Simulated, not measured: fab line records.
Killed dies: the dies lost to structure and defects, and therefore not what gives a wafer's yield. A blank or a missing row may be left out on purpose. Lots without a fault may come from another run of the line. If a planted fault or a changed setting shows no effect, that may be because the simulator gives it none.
Which tool is to blame? / flow nandHarc / 33 wafers from 11 lots sampled at 5 of the route's 1159 steps

## WHAT THE GAUGES SHOWED, per wafer
NHARC_END_SORT_01.
lot=L675; measured=day 23 01:43; on=prober-02; killedAtArray=26 36 124
lot=L677; measured=day 23 11:49; on=prober-01; killedAtArray=40 183 137
lot=L679; measured=day 23 22:02; on=prober-02; killedAtArray=27 32 32

## WHICH TOOL RAN EACH LOT (tool, then ch and the chambers of the sampled wafers, then the start)
lot=L661; NHARC_A_STAIRCASE_TRIM_12=rieDiel-13 ch 1,2, day 10 19:20; NHARC_A_STAIRCASE_TRIM_16=rieDiel-13 ch 2,3, day 10 19:47; NHARC_A_STAIRCASE_TRIM_18=rieDiel-13 ch 0,2,3, no start; NHARC_A_STAIRCASE_ETCH_23=rieDiel-13 ch 0,1,3, no start
lot=L662; NHARC_A_STAIRCASE_TRIM_12=rieDiel-13 ch 0,1,2, day 11 02:23; NHARC_A_STAIRCASE_TRIM_16=rieDiel-13 ch 2,3, day 11 02:49; NHARC_A_STAIRCASE_TRIM_18=rieDiel-13 ch 0,3, no start; NHARC_A_STAIRCASE_ETCH_23=rieDiel-10 ch 2,3, no start
lot=L663; NHARC_A_STAIRCASE_TRIM_12=rieDiel-13 ch 1,2,3, day 11 08:46; NHARC_A_STAIRCASE_TRIM_16=rieDiel-13 ch 1,2, day 11 09:13; NHARC_A_STAIRCASE_TRIM_18=rieDiel-13 ch 0,2, no start; NHARC_A_STAIRCASE_ETCH_23=rieDiel-13 ch 0,3, no start
lot=L665; NHARC_A_STAIRCASE_TRIM_12=rieDiel-09 ch 0,1,3, day 11 10:53; NHARC_A_STAIRCASE_TRIM_16=rieDiel-09 ch 1,2,3, day 11 11:25; NHARC_A_STAIRCASE_TRIM_18=rieDiel-09 ch 0,1,2, no start; NHARC_A_STAIRCASE_ETCH_23=rieDiel-13 ch 1,2,3, no start
lot=L666; NHARC_A_STAIRCASE_TRIM_12=rieDiel-09 ch 1,2,3, day 12 11:49; NHARC_A_STAIRCASE_TRIM_16=rieDiel-09 ch 0,2,3, day 12 12:17; NHARC_A_STAIRCASE_TRIM_18=rieDiel-09 ch 0,1,3, no start; NHARC_A_STAIRCASE_ETCH_23=rieDiel-09 ch 0,1,3, no start
lot=L676; NHARC_A_STAIRCASE_TRIM_12=rieDiel-10 ch 0,2,3, day 14 09:52; NHARC_A_STAIRCASE_TRIM_16=rieDiel-10 ch 0,1,2, day 14 10:22; NHARC_A_STAIRCASE_TRIM_18=rieDiel-10 ch 1,2,3, no start; NHARC_A_STAIRCASE_ETCH_23=rieDiel-10 ch 0,1,2, no start
lot=L675; NHARC_A_STAIRCASE_TRIM_12=rieDiel-09 ch 0,2,3, day 14 10:02; NHARC_A_STAIRCASE_TRIM_16=rieDiel-09 ch 0,1,2, day 14 10:31; NHARC_A_STAIRCASE_TRIM_18=rieDiel-09 ch 0,2,3, day 23 01:43 or earlier; NHARC_A_STAIRCASE_ETCH_23=rieDiel-09 ch 1,2,3, day 23 01:43 or earlier
lot=L677; NHARC_A_STAIRCASE_TRIM_12=rieDiel-09 ch 0,2, day 14 17:03; NHARC_A_STAIRCASE_TRIM_16=rieDiel-09 ch 0,2,3, day 14 17:29; NHARC_A_STAIRCASE_TRIM_18=rieDiel-09 ch 0,1,3, day 23 11:49 or earlier; NHARC_A_STAIRCASE_ETCH_23=rieDiel-13 ch 0,1, day 23 11:49 or earlier
lot=L679; NHARC_A_STAIRCASE_TRIM_12=rieDiel-10 ch 0,2,3, day 15 06:19; NHARC_A_STAIRCASE_TRIM_16=rieDiel-10 ch 0,1,2, day 15 06:46; NHARC_A_STAIRCASE_TRIM_18=rieDiel-10 ch 0,1,3, day 23 22:02 or earlier; NHARC_A_STAIRCASE_ETCH_23=rieDiel-09 ch 0,1,3, day 23 22:02 or earlier
lot=L678; NHARC_A_STAIRCASE_TRIM_12=rieDiel-10 ch 1,2, day 15 10:59; NHARC_A_STAIRCASE_TRIM_16=rieDiel-10 ch 0,3, day 15 11:34; NHARC_A_STAIRCASE_TRIM_18=rieDiel-10 ch 1,2,3, no start; NHARC_A_STAIRCASE_ETCH_23=rieDiel-13 ch 0,1,2, no start
lot=L683; NHARC_A_STAIRCASE_TRIM_12=rieDiel-13 ch 2,3, day 15 20:30; NHARC_A_STAIRCASE_TRIM_16=rieDiel-13 ch 2,3, day 15 21:26; NHARC_A_STAIRCASE_TRIM_18=rieDiel-13 ch 1,2,3, no start; NHARC_A_STAIRCASE_ETCH_23=rieDiel-09 ch 1,2,3, no start
- NHARC_A_STAIRCASE_TRIM_12: chemistry O2, time 211.2 s.
- NHARC_A_STAIRCASE_TRIM_16: chemistry O2, time 211.2 s.
- NHARC_A_STAIRCASE_TRIM_18: chemistry O2, time 211.2 s.
- NHARC_A_STAIRCASE_ETCH_23: etches the open film in C4F8/O2, target depth 100 nm, time 40.5 s.

## THE ANSWER, worked out from the rows above alone
Rule: the lots themselves supply what counts as usual. The widest of any qualifying gaps counts: lots, ordered by their means at a reading, are off when they make up no more than a third of the lots, leave a main group of 4 or more, and stand apart from it by 3 or more times the standard deviation of that group's means. A main group is skipped when, at the precision printed for the reading in the tables above, its means are all equal. Also off: a lot with no number at a reading for which 4 or more lots have one. Any other lot the step has rows for is counted as sound.
None of the lots is off at any reading shown; this tells nothing.

## WHAT HAD BEEN PUT IN BY THE SIMULATOR
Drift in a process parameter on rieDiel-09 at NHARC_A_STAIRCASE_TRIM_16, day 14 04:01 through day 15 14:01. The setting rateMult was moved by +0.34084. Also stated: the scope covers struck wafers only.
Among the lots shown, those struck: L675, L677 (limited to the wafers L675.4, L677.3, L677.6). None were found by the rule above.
